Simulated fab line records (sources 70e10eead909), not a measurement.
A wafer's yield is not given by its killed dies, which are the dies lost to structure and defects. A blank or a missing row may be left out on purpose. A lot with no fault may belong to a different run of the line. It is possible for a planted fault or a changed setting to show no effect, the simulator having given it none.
Matching of chambers :: flow nandHarc :: 4 sister chambers for NHARC_P_M1_CMP_23 on cmp-02
The step polishes, t overpolish 20 s, target thk 157.82 nm. 14 wafers are shown with their chamber, then 7 later ones without.

## EACH WAFER AND ITS CHAMBER
wafer: L077.1
chamber: 0
motorCurrentA (A): 12.2
timeToEndpointS (s): 27
padLifeWafers: 68

wafer: L077.3
chamber: 1
motorCurrentA (A): 10.6
timeToEndpointS (s): 30
padLifeWafers: 69

wafer: L077.4
chamber: 3
motorCurrentA (A): 13.7
timeToEndpointS (s): 31
padLifeWafers: 67

wafer: L079.1
chamber: 0
motorCurrentA (A): 11.7
timeToEndpointS (s): 26
padLifeWafers: 123

wafer: L079.4
chamber: 1
motorCurrentA (A): 11.5
timeToEndpointS (s): 29
padLifeWafers: 120

wafer: L081.1
chamber: 2
motorCurrentA (A): 12.7
timeToEndpointS (s): 22
padLifeWafers: 206

wafer: L081.2
chamber: 3
motorCurrentA (A): 14.4
timeToEndpointS (s): 25
padLifeWafers: 207

wafer: L082.1
chamber: 1
motorCurrentA (A): 11.6
timeToEndpointS (s): 27
padLifeWafers: 285

wafer: L082.2
chamber: 0
motorCurrentA (A): 11.9
timeToEndpointS (s): 24
padLifeWafers: 284

wafer: L087.1
chamber: 2
motorCurrentA (A): 12.3
timeToEndpointS (s): 23
padLifeWafers: 396

wafer: L087.3
chamber: 3
motorCurrentA (A): 14.0
timeToEndpointS (s): 28
padLifeWafers: 397

wafer: L088.1
chamber: 1
motorCurrentA (A): 11.0
timeToEndpointS (s): 28
padLifeWafers: 417

wafer: L088.4
chamber: 0
motorCurrentA (A): 12.4
timeToEndpointS (s): 27
padLifeWafers: 416

wafer: L090.1
chamber: 0
motorCurrentA (A): 12.2
timeToEndpointS (s): 27
padLifeWafers: 493

SIGNATURES, as means of the wafers listed above
reading: motorCurrentA
chamber 0: 12.080
chamber 1: 11.175
chamber 2: 12.500
chamber 3: 14.033
scatter within a chamber: 0.358

reading: timeToEndpointS
chamber 0: 26.20
chamber 1: 28.50
chamber 2: 22.50
chamber 3: 28.00
scatter within a chamber: 1.74

reading: padLifeWafers
chamber 0: 276.80
chamber 1: 222.75
chamber 2: 301.00
chamber 3: 223.67
scatter within a chamber: 168
Rule: for each reading, subtract the chamber's mean from the wafer's reading, divide by that reading's scatter and square the result; add these up over the readings and take the root, which gives the wafer's distance from the chamber. The wafer belongs to the nearest chamber; if the next one is less than 2 further off, it can't be placed. How the scatter is found: for the shown wafers, subtract from each reading the mean of its chamber, square and add these, divide the total by (wafers less chambers), then take the root.

## WAFERS WHOSE CHAMBER IS MISSING
wafer: L090.4
motorCurrentA (A): 12.2
timeToEndpointS (s): 24
padLifeWafers: 495

wafer: L093.1
motorCurrentA (A): 13.4
timeToEndpointS (s): 33
padLifeWafers: 50

wafer: L093.3
motorCurrentA (A): 12.6
timeToEndpointS (s): 32
padLifeWafers: 51

wafer: L095.3
motorCurrentA (A): 14.1
timeToEndpointS (s): 29
padLifeWafers: 79

wafer: L095.4
motorCurrentA (A): 11.0
timeToEndpointS (s): 30
padLifeWafers: 81

wafer: L097.3
motorCurrentA (A): 12.7
timeToEndpointS (s): 28
padLifeWafers: 175

wafer: L097.4
motorCurrentA (A): 11.9
timeToEndpointS (s): 34
padLifeWafers: 174

## WHICH CHAMBER EACH ONE RAN IN
wafer: L090.4
from the rows above: can't be placed: 2 or 0
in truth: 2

wafer: L093.1
from the rows above: 3
in truth: 3

wafer: L093.3
from the rows above: can't be placed: 0 or 1 or 3 or 2
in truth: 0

wafer: L095.3
from the rows above: 3
in truth: 3

wafer: L095.4
from the rows above: 1
in truth: 1

wafer: L097.3
from the rows above: can't be placed: 0 or 2 or 3
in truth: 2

wafer: L097.4
from the rows above: can't be placed: 1 or 0
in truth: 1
Placed correctly: 3 of 7. From these rows, 4 cannot be placed; in 4 the true chamber is one of the candidates. Placed wrongly: 0.
